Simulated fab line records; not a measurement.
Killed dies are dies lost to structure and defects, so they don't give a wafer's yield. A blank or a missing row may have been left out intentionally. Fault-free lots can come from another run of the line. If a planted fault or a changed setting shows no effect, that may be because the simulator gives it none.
fab line records	flow n5Finfet
[record] lots = 10	wafers = 30	lastDay = 17
route steps=1938 shown SD_EPI_P@320 BEOL_M4@1096 BEOL_M5@1115 PASSIVATION@1936
lots untouched by any fault: they come from a run of this same line in which no faults occurred
startH: hours from the record's opening day to when the first of the lot's shown wafers began	waitH: hours elapsed since this lot's preceding step	" identical to the entry in the row above	L1.1+2: a row that stands for several wafers	- either no value or no given start	* or withheld: withheld	< > ~ a bound
route shown NAME@n: NAME is a module with steps in the file, n the number in the route of the first one	usual: the fault-free wafers' mean and standard deviation	same: alike in all rows	chamber/n: place in a boat	sites: each site's reading	_std_site: the values' standard deviation	_edge_site: inner sites' mean taken away from outer sites' mean	radiusMm: how far each site lies from the wafer's centre	mask NAME#n: copy n	behind: the last tool/chamber to shape the wafer	hold: what put the lot on hold/how long, in hours/how the hold closed	device: which transistor (n, p or np) failed to switch	end of line: the route-end tests of the same wafers	a step without rows: its recipe alone	killed: count of dies lost to structure and defects at first sort (not the wafer's yield)	map: per-die view of a wafer (x killed, . not killed, _ where there is no die)
set.NAME: the run value of the setting; set.NAME@STEP: its run value at that earlier step	model.NAME: the simulator's own value behind a step, which no gauge read
one table for each step of the route and one row for each wafer, over a sample of lots
services: when a tool's chamber went out of use (startH, in hours from the record's first day, below 0 if earlier), for how many hours, and the reason
[[steps]]
[step N5_SD_EPI_P_VAPOR_ETCH_44]
[recipe] chemistry = NF3/Ar	target = SiGe30	tempC = 25	timeS = 3.3	mode = isotropic
lot.wafer	tool	chamber	startH	waitH
L596.1+4+6	epiRpcvd-03	0	67.11	0.1
L597.2+3+5	epiRpcvd-03	0	75.37	0.1
L598.1+2+5	epiRpcvd-03	0	81.22	0.1
L602.1+2+5	epiRpcvd-02	0	103.17	0.3
L604.1+2+3	epiRpcvd-03	0	117.88	0.1
L605.1+2+3	epiRpcvd-03	0	122.99	0.1
L606.1+2+4	epiRpcvd-03	0	128.60	0.1
L607.1+5+6	epiRpcvd-03	0	134.68	0.1
L614.3+4+5	epiRpcvd-04	0	178.11	0.1
L617.1+2+5	epiRpcvd-03	0	193.14	0.1
[step N5_BEOL_M4_SPUTTER_92]
[recipe] material = Cu	targetThkA = 45	tempC = -20	chamberPressurePa = 0.07	powerW = withheld	timeS = 8.29
[usual] throttleValvePct = 30.3/1.1
lot.wafer	tool	chamber	startH	waitH	throttleValvePct
L596.1	pvdSputter-01	-	166.47	0.1	30.7
L596.4	"	-	"	"	31.5
L596.6	"	-	"	"	29.5
L597.2	pvdSputter-03	-	190.92	0.1	30.0
L597.3	"	-	"	"	28.1
L597.5	"	-	"	"	30.1
L598.1	pvdSputter-01	-	197.52	0.1	29.4
L598.2	"	-	"	"	30.9
L598.5	"	-	"	"	31.8
L602.1	pvdSputter-02	-	202.50	0.1	28.9
L602.2	"	-	"	"	30.3
L602.5	"	-	"	"	31.6
L604.1	pvdSputter-03	-	219.96	0.1	29.0
L604.2	"	-	"	"	28.8
L604.3	"	-	"	"	31.7
L605.1	pvdSputter-02	-	230.01	0.1	28.9
L605.2	"	-	"	"	31.6
L605.3	"	-	"	"	30.1
L606.1	pvdSputter-03	-	240.60	0.1	28.2
L606.2	"	-	"	"	30.3
L606.4	"	-	"	"	29.3
L607.1	pvdSputter-01	-	245.59	0.1	31.7
L607.5	"	-	"	"	31.6
L607.6	"	-	"	"	29.5
L614.3	pvdSputter-03	-	281.33	0.1	28.3
L614.4	"	-	"	"	29.2
L614.5	"	-	"	"	28.8
L617.1	pvdSputter-02	-	309.07	0.1	31.5
L617.2	"	-	"	"	29.2
L617.5	"	-	"	"	29.8
[step N5_BEOL_M4_CO_CAP_55]
[recipe] material = Co	targetThkA = 20	tempC = 200	precursor = CCTBA/H2	pressureTorr = 30	timeS = 102.1
[usual] heaterPowerW = 232/9.4
lot.wafer	tool	chamber	startH	waitH	heaterPowerW
L596.1	cvdCo-02	1	168.01	0.0	226
L596.4	"	1	"	"	226
L596.6	"	0	"	"	232
L597.2	cvdCo-01	0	192.22	0.0	252
L597.3	"	1	"	"	225
L597.5	"	1	"	"	225
L598.1	cvdCo-01	2	199.00	0.0	221
L598.2	"	1	"	"	230
L598.5	"	0	"	"	247
L602.1	cvdCo-02	2	203.97	0.0	240
L602.2	"	0	"	"	236
L602.5	"	2	"	"	243
L604.1	cvdCo-01	2	221.27	0.0	215
L604.2	"	1	"	"	226
L604.3	"	0	"	"	244
L605.1	cvdCo-01	0	231.31	0.0	246
L605.2	"	2	"	"	215
L605.3	"	1	"	"	225
L606.1	cvdCo-02	1	241.91	0.0	225
L606.2	"	2	"	"	237
L606.4	"	2	"	"	244
L607.1	cvdCo-02	0	246.90	0.0	237
L607.5	"	1	"	"	225
L607.6	"	0	"	"	232
L614.3	cvdCo-02	2	282.70	0.0	239
L614.4	"	0	"	"	229
L614.5	"	1	"	"	224
L617.1	cvdCo-02	0	310.47	0.0	238
L617.2	"	1	"	"	224
L617.5	"	0	"	"	237
[step N5_BEOL_M4_RC_MEAS_101]
[usual] DIBL_N = 35.8/1.8	DIBL_P = 35.6/2	IOFF_N = 0.148/0.028	IOFF_P = 0.20/0.034	IOFF_P_85C = 3.5/0.49	IOFF_P_LIN = 0.096/0.014	ION_N = 672/12	ION_P = 462/8.5	REXT_P = 100.4/2.1	SS_N = 71.2/0.65	SS_P = 73.1/0.67	VT_N = 251/3.3	VT_P = -251/3.8	VT_P_LVT = -100/3.3
lot.wafer	tool	chamber	startH	waitH	DIBL_N[mV/V]	DIBL_P[mV/V]	IOFF_N[nA/um]	IOFF_P[nA/um]	IOFF_P_85C[nA/um]	IOFF_P_LIN[nA/um]	ION_N[uA/um]	ION_P[uA/um]	REXT_P[ohm.um]	SS_N[mV/dec]	SS_P[mV/dec]	VT_N[mV]	VT_P[mV]	VT_P_LVT[mV]
L596.1	prober-01	0	168.26	0.0	35.3	35.9	0.161	0.22	3.9	0.106	685	471	98.7	71.8	73.3	252	-248	-95
L596.4	"	0	"	"	34.6	34.8	0.154	0.20	3.6	0.098	675	462	100.2	71.3	73.1	250	-248	-98
L596.6	"	0	"	"	35.5	35.3	0.159	0.22	3.8	0.104	682	471	97.4	72.4	72.5	252	-248	-97
L597.2	prober-01	0	192.61	0.2	36.3	34.1	0.138	0.20	3.5	0.101	662	464	102.3	71.5	73.2	253	-248	-99
L597.3	"	0	"	"	36.9	34.5	0.141	0.21	3.6	0.104	675	469	103.1	70.9	73.8	253	-248	-98
L597.5	"	0	"	"	38.3	36.7	0.175	0.24	4.0	0.115	677	468	102.5	71.1	73.7	247	-248	-97
L598.1	prober-01	0	199.23	0.0	36.3	37.7	0.161	0.19	3.3	0.092	686	464	99.1	71.5	72.9	250	-256	-101
L598.2	"	0	"	"	35.4	38.2	0.152	0.20	3.4	0.094	674	463	100.9	71.5	72.6	252	-254	-101
L598.5	"	0	"	"	36.7	37.9	0.165	0.19	3.4	0.092	671	461	99.9	71.0	73.1	250	-256	-102
L602.1	prober-01	0	204.22	0.0	33.9	31.6	0.107	0.17	3.1	0.088	652	459	99.8	70.5	72.6	255	-251	-100
L602.2	"	0	"	"	36.2	35.5	0.157	0.23	3.9	0.108	682	474	100.8	71.4	73.2	250	-246	-97
L602.5	"	0	"	"	36.4	35.4	0.153	0.22	3.8	0.106	667	462	100.9	71.6	73.1	250	-247	-98
L604.1	prober-01	0	221.50	0.0	38.0	37.4	0.178	0.21	3.6	0.095	676	456	97.5	71.5	73.8	252	-254	-102
L604.2	"	0	"	"	34.9	29.7	0.117	0.09	1.8	0.050	656	418	116.9	71.0	72.1	255	-264	-117
L604.3	"	0	"	"	33.6	32.3	0.105	0.14	2.6	0.073	661	450	97.2	69.8	72.1	255	-256	-108
L605.1	prober-01	0	231.54	0.0	35.1	34.7	0.135	0.18	3.1	0.087	666	458	99.3	71.8	71.9	252	-251	-102
L605.2	"	0	"	"	35.3	30.9	0.146	0.10	2.0	0.055	673	420	122.3	71.5	71.6	249	-263	-113
L605.3	"	0	"	"	34.7	34.5	0.150	0.18	3.2	0.091	697	468	100.9	70.6	72.7	248	-251	-102
L606.1	prober-01	0	242.14	0.0	35.6	36.3	0.158	0.21	3.5	0.096	679	466	102.4	71.1	73.5	248	-252	-100
L606.2	"	0	"	"	34.6	30.5	0.145	0.10	1.9	0.054	681	426	124.5	71.2	71.9	251	-261	-112
L606.4	"	0	"	"	34.9	30.8	0.152	0.11	2.1	0.058	679	424	121.4	71.2	72.1	250	-260	-110
L607.1	prober-02	0	247.13	0.0	39.7	38.6	0.244	0.31	5.0	0.138	677	467	99.7	73.2	74.3	245	-242	-91
L607.5	"	0	"	"	36.7	30.8	0.162	0.14	2.6	0.073	668	432	121.6	72.6	72.4	252	-255	-105
L607.6	"	0	"	"	38.2	37.0	0.192	0.27	4.6	0.126	669	459	98.9	72.4	74.0	248	-248	-93
L614.3	prober-02	0	283.24	0.3	36.4	33.2	0.145	0.16	2.9	0.081	671	454	101.7	71.8	73.0	253	-257	-103
L614.4	"	0	"	"	39.3	36.0	0.208	0.19	3.4	0.092	659	443	103.4	72.7	73.9	249	-253	-100
L614.5	"	0	"	"	37.4	35.8	0.170	0.20	3.4	0.094	685	459	103.1	71.3	73.8	249	-250	-100
L617.1	prober-02	0	310.71	0.0	34.5	34.1	0.145	0.19	3.4	0.098	673	471	102.7	70.7	72.4	249	-249	-99
L617.2	"	0	"	"	35.1	35.6	0.163	0.21	3.7	0.107	687	470	101.4	70.5	72.9	246	-247	-97
L617.5	"	0	"	"	35.3	35.2	0.164	0.21	3.6	0.104	692	469	103.9	70.9	72.9	247	-247	-99
[step N5_BEOL_M5_PECVD_70]
[recipe] material = SiO2	targetThkA = 160	tempC = 400	precursor = TEOS/O2	pressureTorr = 5.5	rfW = 450	teosFlowSccm = 53.8	gas = O2	flowSccm = 3000	timeS = 18
[usual] heaterPowerW = 716/74	showerheadPlenumPTorr = 8.80/0.061	throttleValvePct = 22.4/1.4
lot.wafer	tool	chamber	startH	waitH	heaterPowerW	showerheadPlenumPTorr	throttleValvePct
L596.1	pecvd-02	2	170.51	0.0	664	8.82	21.7
L596.4	"	1	"	"	729	8.77	22.7
L596.6	"	0	"	"	839	8.77	23.8
L597.2	pecvd-02	0	194.52	0.0	787	8.80	24.2
L597.3	"	2	"	"	712	8.83	21.8
L597.5	"	0	"	"	776	8.78	24.3
L598.1	pecvd-03	0	200.80	0.0	667	8.77	22.8
L598.2	"	1	"	"	715	8.88	23.1
L598.5	"	2	"	"	609	8.76	21.1
L602.1	pecvd-04	2	205.81	0.0	770	8.91	19.9
L602.2	"	1	"	"	750	8.76	24.7
L602.5	"	0	"	"	755	8.72	22.0
L604.1	pecvd-03	1	223.08	0.0	731	8.89	23.2
L604.2	"	0	"	"	577	8.76	22.9
L604.3	"	2	"	"	559	8.80	21.1
L605.1	pecvd-04	0	233.13	0.0	695	8.72	22.2
L605.2	"	1	"	"	769	8.76	24.6
L605.3	"	2	"	"	783	8.89	19.7
L606.1	pecvd-04	1	243.71	0.0	716	8.77	24.3
L606.2	"	0	"	"	617	8.72	22.2
L606.4	"	0	"	"	632	8.70	21.9
L607.1	pecvd-02	2	249.33	0.0	598	8.83	21.7
L607.5	"	1	"	"	701	8.78	22.8
L607.6	"	2	"	"	611	8.81	21.7
L614.3	pecvd-03	2	284.51	0.0	637	8.76	21.2
L614.4	"	2	"	"	634	8.74	20.9
L614.5	"	1	"	"	733	8.88	23.2
L617.1	pecvd-03	2	312.64	0.0	635	8.73	21.1
L617.2	"	0	"	"	598	8.77	22.8
L617.5	"	0	"	"	616	8.77	22.8
[step N5_PASSIVATION_PROBE_49]
[usual] defectLimitedYield = 91.3/1.5	killed_at_M0_to_M3 = 34/11	killed_at_M4_up = 14/6.1	killedAtContacts = 12/5.9	killedAtFrontEnd = 39/11	killedAtOther = 4/3.3	killedDies = 102/18	killedOnRim = 13/3.8	killedOpen = 67/13	killedShort = 33/7.9	sort_bin_5_function = 5.1/1	sort_bin_6_memory = 3.3/0.7	sort_bin_8_speed = 0.1/0.69	sortNPass = 1077/19	sortYieldPct = 91.3/1.6
[same] grossDies = 1180	killedAtBackSide = 0	sort_bin_4_leakage[%] = 0
lot.wafer	tool	chamber	startH	waitH	defectLimitedYield[%]	killed_at_M0_to_M3	killed_at_M4_up	killedAtContacts	killedAtFrontEnd	killedAtOther	killedDies	killedOnRim	killedOpen	killedShort	sort_bin_5_function[%]	sort_bin_6_memory[%]	sort_bin_8_speed[%]	sortNPass	sortYieldPct[%]
L596.1	prober-01	-	261.02	0.0	90.0	27	10	17	60	4	118	18	77	41	5.7	4.0	0	1062	90.0
L596.4	prober-01	-	261.17	0.2	90.8	36	8	13	46	6	109	14	66	42	5.0	3.9	0	1071	90.8
L596.6	prober-01	-	261.27	0.3	92.5	19	18	6	42	4	89	17	54	28	4.2	2.6	0	1091	92.5
L597.2	prober-02	-	289.01	0.1	92.6	32	19	9	27	0	87	9	58	28	4.1	3.2	0	1093	92.6
L597.3	prober-02	-	289.06	0.1	90.4	41	8	8	56	0	113	18	70	41	5.7	3.5	0	1067	90.4
L597.5	prober-02	-	289.16	0.2	90.4	51	9	9	34	10	113	17	78	35	5.0	4.3	0	1067	90.4
L602.1	prober-01	-	306.55	0.0	91.0	38	11	12	41	4	106	10	70	36	5.0	3.8	0	1074	91.0
L602.2	prober-01	-	306.60	0.1	91.7	21	19	12	40	6	98	18	71	27	5.2	3.0	0	1082	91.7
L602.5	prober-01	-	306.75	0.2	89.4	29	24	10	60	2	125	16	96	29	6.4	4.1	0	1055	89.4
L598.1	prober-01	-	307.74	0.0	88.0	27	21	24	63	7	142	17	93	47	6.6	5.1	0	1038	88.0
L598.2	prober-01	-	307.79	0.1	91.0	38	10	13	40	5	106	17	59	45	5.3	3.1	0	1074	91.0
L598.5	prober-01	-	307.94	0.2	92.2	30	18	13	28	3	92	13	59	29	5.1	2.7	0	1088	92.2
L604.1	prober-02	-	320.05	0.0	93.1	19	10	8	40	4	81	11	50	27	3.8	2.6	0	1099	93.1
L604.2	prober-02	-	320.10	0.1	92.3	19	17	14	40	1	91	16	67	20	4.3	3.2	79.9	146	12.4
L604.3	prober-02	-	320.15	0.1	91.3	26	28	11	35	3	103	13	71	32	5.6	3.0	0	1077	91.3
L605.1	prober-01	-	328.07	0.0	91.0	49	9	6	37	5	106	18	70	33	5.8	2.8	0	1074	91.0
L605.2	prober-01	-	328.12	0.1	87.9	51	14	17	40	21	143	23	94	48	7.0	4.7	58.1	351	29.7
L605.3	prober-01	-	328.17	0.1	89.7	59	13	16	24	9	121	13	80	41	5.4	4.2	0	1059	89.7
L606.1	prober-02	-	343.02	0.0	89.5	71	14	13	26	0	124	16	91	31	6.9	3.4	0	1056	89.5
L606.2	prober-02	-	343.07	0.1	90.0	43	18	22	35	0	118	15	80	37	5.2	4.7	56.7	393	33.3
L606.4	prober-02	-	343.17	0.2	89.7	54	17	14	35	2	122	12	73	46	5.5	4.3	31.5	686	58.1
L607.1	prober-02	-	348.20	0.0	91.5	23	11	12	45	9	100	12	64	35	5.3	2.9	0	1080	91.5
L607.5	prober-02	-	348.40	0.2	93.8	36	7	5	20	5	73	10	46	27	3.9	1.9	25.6	805	68.2
L607.6	prober-02	-	348.45	0.3	92.3	25	21	3	35	7	91	4	58	30	5.1	2.6	0	1089	92.3
L614.3	prober-02	-	386.02	0.1	92.5	19	25	16	25	4	89	11	61	28	4.5	2.7	0	1091	92.5
L614.4	prober-02	-	386.07	0.2	91.6	29	11	27	30	2	99	15	77	22	5.1	3.1	0	1081	91.6
L614.5	prober-02	-	386.12	0.2	91.0	32	20	30	23	1	106	17	69	36	5.7	3.0	0	1074	91.0
L617.1	prober-01	-	404.19	0.0	90.3	35	14	13	53	0	115	11	86	27	6.0	3.7	0	1065	90.3
L617.2	prober-01	-	404.24	0.1	92.9	30	14	10	28	2	84	8	55	24	4.4	2.6	0	1096	92.9
L617.5	prober-01	-	404.39	0.2	90.8	41	5	9	52	1	108	15	65	41	5.0	3.8	0	1072	90.8
// killed by level:class
L596.1 FIN_SAQP:geometricParticle:open=14 FIN_SAQP:geometricParticle:short=13 STI_FIN_REVEAL:geometricParticle:open=12 MOL_CONTACT_COAG:geometricParticle:open=12 BEOL_M0_SAQP:geometricParticle:open=9 STARTING-WAFER:geometricParticle:short=7 BEOL_M0:geometricParticle:open=6 BEOL_M3:geometricParticle:open=6
L596.4 MOL_CONTACT_COAG:geometricParticle:open=11 FIN_SAQP:geometricParticle:short=10 FIN_SAQP:geometricParticle:open=9 GATE_CUT:geometricParticle:short=8 GATE_CUT:geometricParticle:open=6 BEOL_M0_SAQP:geometricParticle:short=6 BEOL_M0:geometricParticle:open=6 BEOL_M2:geometricParticle:open=6
L596.6 FIN_SAQP:geometricParticle:short=10 FIN_SAQP:geometricParticle:open=10 BEOL_M4:geometricParticle:open=6 HKMG_FIN:areaEtch=6 MOL_CONTACT_COAG:geometricParticle:open=5 BEOL_M2:geometricParticle:open=5 BEOL_M7:geometricParticle:open=4 DUMMY_GATE:geometricParticle:open=3
L597.2 BEOL_M0_SAQP:geometricParticle:short=8 BEOL_M4:geometricParticle:open=8 MOL_CONTACT_COAG:geometricParticle:open=7 BEOL_M0_SAQP:geometricParticle:open=7 BEOL_M2:geometricParticle:open=7 BEOL_M3:geometricParticle:open=7 FIN_SAQP:geometricParticle:open=6 STI_FIN_REVEAL:geometricParticle:open=5
L597.3 STI_FIN_REVEAL:geometricParticle:open=21 BEOL_M0_SAQP:geometricParticle:short=13 BEOL_M3:geometricParticle:open=11 BEOL_M0_SAQP:geometricParticle:open=9 FIN_SAQP:geometricParticle:open=8 STI_FIN_REVEAL:geometricParticle:short=7 MOL_CONTACT_COAG:geometricParticle:open=6 FIN_SAQP:geometricParticle:short=5
L597.5 BEOL_M3:geometricParticle:open=16 BEOL_M0_SAQP:geometricParticle:open=10 FIN_SAQP:geometricParticle:open=8 MOL_CONTACT_COAG:geometricParticle:open=8 BEOL_M0_SAQP:geometricParticle:short=8 STI_FIN_REVEAL:geometricParticle:open=7 BEOL_M0:geometricParticle:open=5 FIN_SAQP:geometricParticle:short=4
L602.1 MOL_CONTACT_COAG:geometricParticle:open=11 STI_FIN_REVEAL:geometricParticle:open=8 BEOL_M4:geometricParticle:open=8 FIN_SAQP:geometricParticle:short=7 BEOL_M0_SAQP:geometricParticle:short=7 BEOL_M2:geometricParticle:open=7 GATE_CUT:geometricParticle:short=6 BEOL_M3:geometricParticle:open=6
L602.2 MOL_CONTACT_COAG:geometricParticle:open=10 FIN_SAQP:geometricParticle:open=9 BEOL_M5:geometricParticle:open=9 BEOL_M3:geometricParticle:open=7 STARTING-WAFER:geometricParticle:open=6 STI_FIN_REVEAL:geometricParticle:open=5 FIN_SAQP:geometricParticle:short=3 DUMMY_GATE:geometricParticle:open=3
L602.5 FIN_SAQP:geometricParticle:open=25 BEOL_M4:geometricParticle:open=16 STI_FIN_REVEAL:geometricParticle:open=15 BEOL_M3:geometricParticle:open=13 BEOL_M0_SAQP:geometricParticle:short=8 FIN_SAQP:geometricParticle:short=7 MOL_CONTACT_COAG:geometricParticle:open=6 MOL_CONTACT_COAG:geometricParticle:short=4
L598.1 MOL_CONTACT_COAG:geometricParticle:open=19 STI_FIN_REVEAL:geometricParticle:open=14 GATE_CUT:geometricParticle:open=10 FIN_SAQP:geometricParticle:open=9 GATE_CUT:geometricParticle:short=9 BEOL_M4:geometricParticle:short=9 BEOL_M4:geometricParticle:open=7 BEOL_M1:geometricParticle:open=7
L598.2 FIN_SAQP:geometricParticle:open=14 MOL_CONTACT_COAG:geometricParticle:open=12 BEOL_M3:geometricParticle:short=12 BEOL_M0_SAQP:geometricParticle:open=10 GATE_CUT:geometricParticle:short=8 FIN_SAQP:geometricParticle:short=7 BEOL_M0_SAQP:geometricParticle:short=6 BEOL_M3:geometricParticle:open=3
L598.5 MOL_CONTACT_COAG:geometricParticle:open=11 BEOL_M4:geometricParticle:open=11 BEOL_M0_SAQP:geometricParticle:open=9 BEOL_M3:geometricParticle:open=7 FIN_SAQP:geometricParticle:short=5 STARTING-WAFER:geometricParticle:short=5 FIN_SAQP:geometricParticle:open=4 STI_FIN_REVEAL:geometricParticle:open=4
L604.1 MOL_CONTACT_COAG:geometricParticle:open=8 STI_FIN_REVEAL:geometricParticle:open=7 FIN_SAQP:geometricParticle:short=6 BEOL_M4:geometricParticle:open=6 FIN_SAQP:geometricParticle:open=5 BEOL_M0_SAQP:geometricParticle:short=5 STARTING-WAFER:geometricParticle:open=5 BEOL_M2:geometricParticle:open=4
L604.2 MOL_CONTACT_COAG:geometricParticle:open=12 FIN_SAQP:geometricParticle:open=10 STI_FIN_REVEAL:geometricParticle:open=9 BEOL_M4:geometricParticle:open=6 BEOL_M0_SAQP:geometricParticle:open=5 FIN_SAQP:geometricParticle:short=4 DUMMY_GATE:geometricParticle:open=4 BEOL_M0_SAQP:geometricParticle:short=3
L604.3 BEOL_M4:geometricParticle:open=14 STI_FIN_REVEAL:geometricParticle:open=10 MOL_CONTACT_COAG:geometricParticle:open=9 BEOL_M0_SAQP:geometricParticle:short=6 FIN_SAQP:geometricParticle:open=5 BEOL_M4:geometricParticle:short=5 BEOL_M3:geometricParticle:open=5 FIN_SAQP:geometricParticle:short=4
L605.1 BEOL_M0_SAQP:geometricParticle:open=12 GATE_CUT:geometricParticle:open=12 BEOL_M1:geometricParticle:open=8 BEOL_M0:geometricParticle:open=7 FIN_SAQP:geometricParticle:open=6 BEOL_M0_SAQP:geometricParticle:short=6 BEOL_M1:geometricParticle:short=6 GATE_CUT:geometricParticle:short=5
L605.2 MOL_CONTACT_COAG:geometricParticle:open=14 BEOL_M0_SAQP:geometricParticle:short=11 STI_FIN_REVEAL:geometricParticle:open=9 BEOL_M1:geometricParticle:open=9 BEOL_M0_SAQP:geometricParticle:open=9 BEOL_M3:geometricParticle:open=7 FIN_SAQP:geometricParticle:open=5 STARTING-WAFER:geometricParticle:open=5
L605.3 MOL_CONTACT_COAG:geometricParticle:open=13 BEOL_M0_SAQP:geometricParticle:open=13 BEOL_M0_SAQP:geometricParticle:short=11 BEOL_M3:geometricParticle:open=11 BEOL_M1:geometricParticle:open=10 BEOL_M1:geometricParticle:short=7 DUMMY_GATE:geometricParticle:open=5 GATE_CUT:geometricParticle:short=4
L606.1 BEOL_M3:geometricParticle:open=22 MOL_CONTACT_COAG:geometricParticle:open=12 STI_FIN_REVEAL:geometricParticle:open=11 BEOL_M0_SAQP:geometricParticle:open=10 BEOL_M0_SAQP:geometricParticle:short=10 BEOL_M2:geometricParticle:short=9 BEOL_M2:geometricParticle:open=8 BEOL_M1:geometricParticle:open=7
L606.2 MOL_CONTACT_COAG:geometricParticle:open=19 STI_FIN_REVEAL:geometricParticle:open=11 BEOL_M0_SAQP:geometricParticle:short=10 BEOL_M0_SAQP:geometricParticle:open=7 BEOL_M1:geometricParticle:open=6 BEOL_M5:geometricParticle:open=6 FIN_SAQP:geometricParticle:open=5 BEOL_M1:geometricParticle:short=5
L606.4 BEOL_M0_SAQP:geometricParticle:short=14 MOL_CONTACT_COAG:geometricParticle:open=12 BEOL_M0_SAQP:geometricParticle:open=10 BEOL_M1:geometricParticle:open=8 BEOL_M3:geometricParticle:open=7 FIN_SAQP:geometricParticle:short=6 FIN_SAQP:geometricParticle:open=6 BEOL_M4:geometricParticle:open=6
L607.1 STI_FIN_REVEAL:geometricParticle:open=11 MOL_CONTACT_COAG:geometricParticle:open=9 FIN_SAQP:geometricParticle:short=8 BEOL_M4:geometricParticle:open=7 GATE_CUT:geometricParticle:short=6 BEOL_M0_SAQP:geometricParticle:short=6 STARTING-WAFER:geometricParticle:open=6 FIN_SAQP:geometricParticle:open=5
L607.5 BEOL_M3:geometricParticle:open=10 BEOL_M1:geometricParticle:open=7 GATE_CUT:geometricParticle:short=5 BEOL_M2:geometricParticle:open=5 MOL_CONTACT_COAG:geometricParticle:open=4 BEOL_M0_SAQP:geometricParticle:short=4 BEOL_M3:geometricParticle:short=4 STI_FIN_REVEAL:geometricParticle:open=3
L607.6 FIN_SAQP:geometricParticle:open=7 STI_FIN_REVEAL:geometricParticle:open=7 BEOL_M0_SAQP:geometricParticle:open=6 BEOL_M1:geometricParticle:open=6 BEOL_M4:geometricParticle:short=6 BEOL_M2:geometricParticle:open=5 BEOL_M4:geometricParticle:open=5 FIN_SAQP:geometricParticle:short=4
L614.3 BEOL_M4:geometricParticle:open=15 MOL_CONTACT_COAG:geometricParticle:open=11 FIN_SAQP:geometricParticle:open=7 BEOL_M3:geometricParticle:open=7 FIN_SAQP:geometricParticle:short=5 MOL_CONTACT_COAG:geometricParticle:short=5 BEOL_M0_SAQP:geometricParticle:open=3 BEOL_M1:geometricParticle:open=3
L614.4 MOL_CONTACT_COAG:geometricParticle:open=23 FIN_SAQP:geometricParticle:open=14 BEOL_M1:geometricParticle:open=10 BEOL_M0_SAQP:geometricParticle:open=8 BEOL_M4:geometricParticle:open=7 MOL_CONTACT_COAG:geometricParticle:short=4 BEOL_M0_SAQP:geometricParticle:short=4 DUMMY_GATE:geometricParticle:open=3
L614.5 MOL_CONTACT_COAG:geometricParticle:open=21 MOL_CONTACT_COAG:geometricParticle:short=9 BEOL_M3:geometricParticle:open=8 BEOL_M4:geometricParticle:open=8 FIN_SAQP:geometricParticle:short=6 BEOL_M2:geometricParticle:open=6 BEOL_M0:geometricParticle:open=5 FIN_SAQP:geometricParticle:open=4
L617.1 STI_FIN_REVEAL:geometricParticle:open=21 BEOL_M3:geometricParticle:open=12 MOL_CONTACT_COAG:geometricParticle:open=11 ILD0:geometricParticle:short=8 BEOL_M1:geometricParticle:open=8 BEOL_M2:geometricParticle:open=6 FIN_SAQP:geometricParticle:open=5 BEOL_M0_SAQP:geometricParticle:open=5
L617.2 BEOL_M3:geometricParticle:open=11 STI_FIN_REVEAL:geometricParticle:open=9 MOL_CONTACT_COAG:geometricParticle:open=8 BEOL_M0_SAQP:geometricParticle:open=4 BEOL_M0_SAQP:geometricParticle:short=4 BEOL_M4:geometricParticle:open=4 FIN_SAQP:geometricParticle:open=3 FIN_SAQP:geometricParticle:short=3
L617.5 STI_FIN_REVEAL:geometricParticle:open=14 BEOL_M3:geometricParticle:open=11 FIN_SAQP:geometricParticle:short=8 GATE_CUT:geometricParticle:short=8 BEOL_M0_SAQP:geometricParticle:short=8 BEOL_M0_SAQP:geometricParticle:open=6 FIN_SAQP:geometricParticle:open=5 MOL_CONTACT_COAG:geometricParticle:open=5
[[services]]
tool	chamber	startH	hours	kind
cvdCo-02	1	55.11	7.8	repair
pvdSputter-03	-	55.67	2.4	repair
pecvd-03	1	59.23	46.4	repair
cvdCo-02	1	73.27	6.9	repair
cvdCo-02	-	114.65	2.8	pm
pecvd-04	-	127.86	5.5	pm
pecvd-04	2	142.72	2.1	scheduledDown
cvdCo-01	2	143.50	16.4	repair
pecvd-04	2	147.09	5.5	scheduledDown
pecvd-04	-	164.08	1.0	repair
cvdCo-01	-	164.81	14.6	pm
pecvd-03	2	172.20	2.1	scheduledDown
pecvd-04	0	174.70	5.5	scheduledDown
pecvd-02	1	207.07	5.5	scheduledDown
cvdCo-01	-	212.47	5.0	repair
pecvd-02	2	213.03	5.5	scheduledDown
epiRpcvd-03	-	270.57	1.0	repair
pecvd-03	2	270.65	2.1	repair
epiRpcvd-03	-	272.25	1.0	repair
pecvd-03	1	288.67	5.5	scheduledDown
pvdSputter-01	-	290.79	0.8	repair
pvdSputter-01	-	294.87	7.9	repair
pecvd-03	0	303.45	5.0	repair
pecvd-02	-	303.54	3.5	repair
[[key]]
[firstSign] step = N5_BEOL_M4_RC_MEAS_101	reading = REXT_P	direction = up	sigmas = 10	usual = 100.4	struck = 121.3
[effect] step = N5_BEOL_M4_RC_MEAS_101	reading = ION_P	direction = down	sigmas = 4.4	usual = 462	struck = 424
[effect] step = N5_BEOL_M4_RC_MEAS_101	reading = VT_P_LVT	direction = down	sigmas = 3.5	usual = -100	struck = -112
[effect] step = N5_BEOL_M4_RC_MEAS_101	reading = IOFF_P_85C	direction = down	sigmas = 2.9	usual = 3.5	struck = 2.1
[effect] step = N5_BEOL_M4_RC_MEAS_101	reading = IOFF_P_LIN	direction = down	sigmas = 2.8	usual = 0.096	struck = 0.058
[effect] step = N5_BEOL_M4_RC_MEAS_101	reading = IOFF_P	direction = down	sigmas = 2.7	usual = 0.20	struck = 0.11
[effect] step = N5_BEOL_M4_RC_MEAS_101	reading = DIBL_P	direction = down	sigmas = 2.6	usual = 35.6	struck = 30.6
[effect] step = N5_BEOL_M4_RC_MEAS_101	reading = VT_P	direction = down	sigmas = 2.5	usual = -251	struck = -260
[effect] step = N5_PASSIVATION_PROBE_49	reading = sort_bin_8_speed	direction = up	sigmas = 73	usual = 0.1	struck = 50.4
metAt N5_SD_EPI_P_VAPOR_ETCH_44
struckLots L604,L605,L606,L607
struckWafers L604.2,L605.2,L606.2,L606.4,L607.5
notActingAt N5_BEOL_M4_SPUTTER_92,N5_BEOL_M4_CO_CAP_55,N5_BEOL_M5_PECVD_70
onsetBetween 81.22 117.88
[fault] kind = processParameterDrift	tool = epiRpcvd-03	chamber = -	onsetH = 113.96	steps = N5_SD_EPI_P_VAPOR_ETCH_44	channel = timeS	offset = *	shape = step	endH = 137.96	scope = struckWafersOnly	actsIn = *	stated = *
